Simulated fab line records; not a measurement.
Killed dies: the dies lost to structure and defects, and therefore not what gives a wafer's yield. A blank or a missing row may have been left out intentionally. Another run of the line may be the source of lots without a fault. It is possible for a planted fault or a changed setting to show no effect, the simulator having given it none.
fab line records    flow nand-harc    part 2 of 2: steps 22 to 30 of 30
[record] lots = 5  wafers = 15  last-day = 33
route steps=1302 shown A_STAIRCASE@799
lots untouched by any fault: they come from a run of this same line in which no faults occurred
start-h: the number of hours between the record's first day and the start of the first shown wafer of the lot    wait-h: hours since the lot's step before    " the same as in the row above    L1.1+2: one row covering several wafers at once    - either no value or no given start    * or withheld: withheld    < > ~ a bound
route shown NAME@n: names a module that has steps shown in the file, with the first one's number in the route    usual: mean/standard deviation of fault-free wafers    same: alike in all rows    chamber/n: place in a boat    sites: per-site readings    _std_site: their standard deviation    _edge_site: mean of outer sites minus mean of inner sites    radius-mm: for every site, how far away it sits from the centre of the wafer    mask NAME#n: copy n    behind: the tool/chamber that last shaped the wafer    hold: cause of the lot's hold/its duration in hours/its outcome    device: names the non-switching transistor (n, p or np)    end of line: the same wafers' tests at the end of the route    where a step has no rows: the recipe by itself    killed: at the first sort, the dies lost to defects and structure; wafer yield is something else    map: dies across one wafer; x = killed, . = not, _ = none there
set.NAME: the setting the step ran with; set.NAME@STEP: the setting that earlier step ran with    model.NAME: the simulator's own value behind a step, which no gauge read
lots at selected steps of the route; one table per step, one row per wafer
services: when a tool's chamber went out of use (start-h, in hours from the record's first day, below 0 if earlier), for how many hours, and the reason
[[steps]]
[step NHARC_A_STAIRCASE_COAT_304]
[recipe] spin-rpm = 1200
[usual] exhaust-pa = 45.2/0.92
lot.wafer  tool            chamber  start-h  wait-h  exhaust-pa
L074.4     litho-track-07  0        -        -       46.3
L074.5     "               0        "        "       45.9
L074.6     "               0        "        "       44.5
L076.2     litho-track-03  0        -        -       45.1
L076.3     "               0        "        "       45.0
L076.4     "               0        "        "       44.1
L084.3     litho-track-02  0        -        -       47.1
L084.4     "               0        "        "       45.3
L084.5     "               0        "        "       47.4
L092.1     litho-track-02  0        -        -       46.2
L092.3     "               0        "        "       47.0
L092.4     "               0        "        "       46.6
L096.1     litho-track-02  0        -        -       45.0
L096.2     "               0        "        "       45.2
L096.3     "               0        "        "       44.8
[step NHARC_A_STAIRCASE_SOFTBAKE_305]
[recipe] temp-c = 135  time-s = 170
[usual] exhaust-pa = 45.1/0.81
lot.wafer  tool            chamber  start-h  wait-h  exhaust-pa
L074.4     litho-track-07  0        -        -       46.1
L074.5     "               0        "        "       44.8
L074.6     "               0        "        "       45.1
L076.2     litho-track-03  0        -        -       46.0
L076.3     "               0        "        "       45.4
L076.4     "               0        "        "       45.9
L084.3     litho-track-02  0        -        -       43.8
L084.4     "               0        "        "       46.3
L084.5     "               0        "        "       44.8
L092.1     litho-track-02  0        -        -       44.1
L092.3     "               0        "        "       43.5
L092.4     "               0        "        "       43.7
L096.1     litho-track-02  0        -        -       45.3
L096.2     "               0        "        "       43.8
L096.3     "               0        "        "       46.1
[step NHARC_A_STAIRCASE_EBR_306]
[usual] exhaust-pa = 45.0/0.8
lot.wafer  tool            chamber  start-h  wait-h  exhaust-pa
L074.4     litho-track-07  0        -        -       44.5
L074.5     "               0        "        "       44.6
L074.6     "               0        "        "       45.5
L076.2     litho-track-03  0        -        -       46.0
L076.3     "               0        "        "       45.5
L076.4     "               0        "        "       46.1
L084.3     litho-track-02  0        -        -       46.0
L084.4     "               0        "        "       44.8
L084.5     "               0        "        "       44.8
L092.1     litho-track-02  0        -        -       44.7
L092.3     "               0        "        "       44.5
L092.4     "               0        "        "       44.0
L096.1     litho-track-02  0        -        -       45.0
L096.2     "               0        "        "       45.5
L096.3     "               0        "        "       44.9
[step NHARC_A_STAIRCASE_EXPOSE_307]
[recipe] na = 0.5  dose-mj = 45.72  mask-id = CHOP_50
[usual] focus-offset-nm = 0.0/0.5
lot.wafer  tool            chamber  start-h  wait-h  mask       focus-offset-nm
L074.4     krf-scanner-03  0        373.96   -       CHOP_50#0  0.1
L074.5     "               0        "        "       CHOP_50#0  -0.2
L074.6     "               0        "        "       CHOP_50#0  0.5
L076.2     krf-scanner-03  0        405.50   -       CHOP_50#0  0.4
L076.3     "               0        "        "       CHOP_50#0  -0.8
L076.4     "               0        "        "       CHOP_50#0  0.0
L084.3     krf-scanner-03  0        472.19   -       CHOP_50#0  0.6
L084.4     "               0        "        "       CHOP_50#0  0.5
L084.5     "               0        "        "       CHOP_50#0  0.9
L092.1     krf-scanner-02  0        569.84   -       CHOP_50#0  -0.1
L092.3     "               0        "        "       CHOP_50#0  -0.6
L092.4     "               0        "        "       CHOP_50#0  -0.3
L096.1     krf-scanner-04  0        616.68   -       CHOP_50#0  -0.1
L096.2     "               0        "        "       CHOP_50#0  0.5
L096.3     "               0        "        "       CHOP_50#0  0.8
[step NHARC_A_STAIRCASE_PEB_308]
[recipe] peb-temp-c = 115  peb-time-s = 130
[usual] exhaust-pa = 45.2/0.96
lot.wafer  tool            chamber  start-h  wait-h  exhaust-pa
L074.4     litho-track-02  0        374.01   0.0     45.5
L074.5     "               0        "        "       46.2
L074.6     "               0        "        "       45.1
L076.2     litho-track-07  0        405.56   0.1     44.8
L076.3     "               0        "        "       44.3
L076.4     "               0        "        "       45.0
L084.3     litho-track-07  0        472.24   0.1     44.4
L084.4     "               0        "        "       45.5
L084.5     "               0        "        "       45.9
L092.1     litho-track-02  0        569.90   0.1     46.4
L092.3     "               0        "        "       46.4
L092.4     "               0        "        "       45.0
L096.1     litho-track-07  0        616.75   0.1     46.2
L096.2     "               0        "        "       46.9
L096.3     "               0        "        "       45.9
[step NHARC_A_STAIRCASE_DEVELOP_309]
[recipe] time-s = 140
[usual] exhaust-pa = 45.0/0.95
lot.wafer  tool            chamber  start-h  wait-h  exhaust-pa
L074.4     litho-track-02  0        -        -       43.8
L074.5     "               0        "        "       44.3
L074.6     "               0        "        "       43.7
L076.2     litho-track-07  0        -        -       45.0
L076.3     "               0        "        "       45.4
L076.4     "               0        "        "       44.4
L084.3     litho-track-07  0        -        -       45.7
L084.4     "               0        "        "       45.2
L084.5     "               0        "        "       45.5
L092.1     litho-track-02  0        -        -       43.9
L092.3     "               0        "        "       42.0
L092.4     "               0        "        "       43.9
L096.1     litho-track-07  0        -        -       44.7
L096.2     "               0        "        "       45.3
L096.3     "               0        "        "       45.5
[step NHARC_A_STAIRCASE_HARDBAKE_311]
[recipe] temp-c = 120  time-s = 140
[usual] exhaust-pa = 44.9/0.88
lot.wafer  tool            chamber  start-h  wait-h  exhaust-pa
L074.4     litho-track-03  0        374.24   -       46.2
L074.5     "               0        "        "       44.5
L074.6     "               0        "        "       45.3
L076.2     litho-track-07  0        405.79   -       45.5
L076.3     "               0        "        "       45.8
L076.4     "               0        "        "       45.2
L084.3     litho-track-03  0        472.47   -       44.9
L084.4     "               0        "        "       45.2
L084.5     "               0        "        "       44.7
L092.1     litho-track-02  0        570.12   -       44.1
L092.3     "               0        "        "       43.3
L092.4     "               0        "        "       45.4
L096.1     litho-track-02  0        616.96   -       46.0
L096.2     "               0        "        "       44.2
L096.3     "               0        "        "       44.6
[step NHARC_A_STAIRCASE_DESCUM_312]
[recipe] time-s = 3  o2-flow-sccm = 200  ar-flow-sccm = 0  bias-power-w = 0  chemistry = O2
[usual] drypump-motor-current-A = 5.9/0.44  oes-product-au = 1.003/0.0085  rf-vpp-V = 57.6/0.94  showerhead-plenum-p-Torr = 1.91/0.089  throttle-valve-pct = 11.311/0.0092
lot.wafer  tool         chamber  start-h  wait-h  drypump-motor-current-A  oes-product-au  rf-hours-counter-h  rf-vpp-V  showerhead-plenum-p-Torr  throttle-valve-pct
L074.4     rie-diel-03  0        374.56   -       6.1                      1.006           32                  58.1      2.07                      11.303
L074.5     "            0        "        "       6.1                      0.989           -                   58.3      2.07                      11.318
L074.6     "            1        "        "       5.2                      0.987           -                   58.5      2.07                      11.296
L076.3     rie-diel-03  2        405.87   -       6.8                      0.999           35                  59.8      1.96                      11.308
L076.2     "            3        "        "       6.0                      1.016           44                  57.3      1.97                      11.315
L076.4     "            0        "        "       6.1                      0.997           44                  58.4      2.06                      11.322
L084.3     rie-diel-10  0        472.55   -       5.8                      1.002           2                   58.4      1.92                      11.295
L084.4     "            3        "        "       5.4                      0.991           18                  57.5      1.92                      11.314
L084.5     "            1        "        "       5.8                      0.999           -                   58.2      2.03                      11.315
L092.4     rie-diel-04  1        570.21   -       6.3                      1.015           9                   56.5      1.89                      11.333
L092.3     "            2        "        "       6.0                      1.006           9                   58.5      1.80                      11.319
L092.1     "            0        "        "       5.4                      1.008           8                   57.5      1.85                      11.303
L096.2     rie-diel-04  3        617.06   -       5.7                      1.007           18                  56.9      1.78                      11.313
L096.3     "            1        "        "       6.4                      1.009           22                  58.1      1.88                      11.305
L096.1     "            2        "        "       6.0                      0.995           21                  56.5      1.80                      11.328
[step NHARC_A_STAIRCASE_ETCH_313]
[recipe] cf4-flow-sccm = 100  chf3-flow-sccm = 30  ar-flow-sccm = 0  rf-w = 500  bias-w = 200  chemistry = CF4/CHF3
[usual] drypump-motor-current-A = 5.9/0.45  oes-product-au = 0.931/0.014  rf-fwd-power-W = 496.6/1.9  rf-vpp-V = 370.6/2.5  showerhead-plenum-p-Torr = 1.58/0.07  throttle-valve-pct = 16.802/0.0087
lot.wafer  tool         chamber  start-h  wait-h  drypump-motor-current-A  oes-product-au  rf-fwd-power-W  rf-hours-counter-h  rf-vpp-V  showerhead-plenum-p-Torr  throttle-valve-pct
L074.4     rie-diel-03  1        374.72   0.1     5.2                      0.928           497.3           30                  373.9     1.69                      16.807
L074.5     "            0        "        "       6.0                      0.920           495.5           -                   372.8     1.69                      16.803
L074.6     "            1        "        "       5.2                      0.926           497.5           -                   374.4     1.69                      16.792
L076.2     rie-diel-03  1        405.96   0.1     5.2                      0.924           494.4           40                  374.4     1.69                      16.799
L076.3     "            2        "        "       6.8                      0.931           495.4           35                  371.4     1.61                      16.801
L076.4     "            0        "        "       6.1                      0.922           497.7           44                  375.5     1.69                      16.808
L084.4     rie-diel-10  1        472.65   0.1     5.9                      0.925           497.6           18                  373.0     1.66                      16.804
L084.3     "            2        "        "       6.3                      0.926           498.9           18                  368.4     1.51                      16.808
L084.5     "            3        "        "       5.3                      0.931           496.3           -                   368.9     1.58                      16.814
L092.3     rie-diel-04  0        570.30   0.1     5.4                      0.933           493.0           8                   368.5     1.53                      16.796
L092.1     "            1        "        "       6.4                      0.932           499.4           9                   370.9     1.55                      16.797
L092.4     "            3        "        "       5.7                      0.931           494.4           6                   368.1     1.47                      16.800
L096.2     rie-diel-04  0        617.14   0.1     5.4                      0.930           494.6           24                  369.8     1.52                      16.799
L096.1     "            1        "        "       6.3                      0.938           497.2           22                  368.4     1.55                      16.801
L096.3     "            3        "        "       5.7                      0.917           495.8           18                  366.2     1.47                      16.801
[[services]]
tool            chamber  start-h  hours  kind
rie-diel-04     -        355.03   9.0    pm
rie-diel-10     1        378.57   7.1    repair
rie-diel-03     2        388.47   3.9    repair
krf-scanner-03  -        396.00   4.0    pm
litho-track-02  -        402.01   7.0    pm
wet-bench-04    -        403.20   8.0    pm
rie-diel-10     0        408.18   57.3   repair
rie-diel-10     -        421.20   9.0    pm
litho-track-07  -        426.00   7.0    pm
rie-diel-04     3        426.47   1.7    repair
rie-diel-04     2        445.86   34.0   repair
litho-track-03  -        450.00   7.0    pm
wet-bench-01    -        453.60   8.0    pm
rie-diel-03     -        460.74   9.0    pm
krf-scanner-03  -        466.90   0.5    repair
rie-diel-03     0        475.38   9.6    repair
rie-diel-03     2        490.23   16.0   repair
rie-diel-04     0        505.96   4.3    repair
rie-diel-04     2        523.84   18.4   repair
rie-diel-04     -        532.03   9.0    pm
litho-track-02  -        577.01   7.0    pm
rie-diel-10     -        598.20   9.0    pm
litho-track-07  -        601.00   7.0    pm
rie-diel-04     1        605.55   2.8    repair
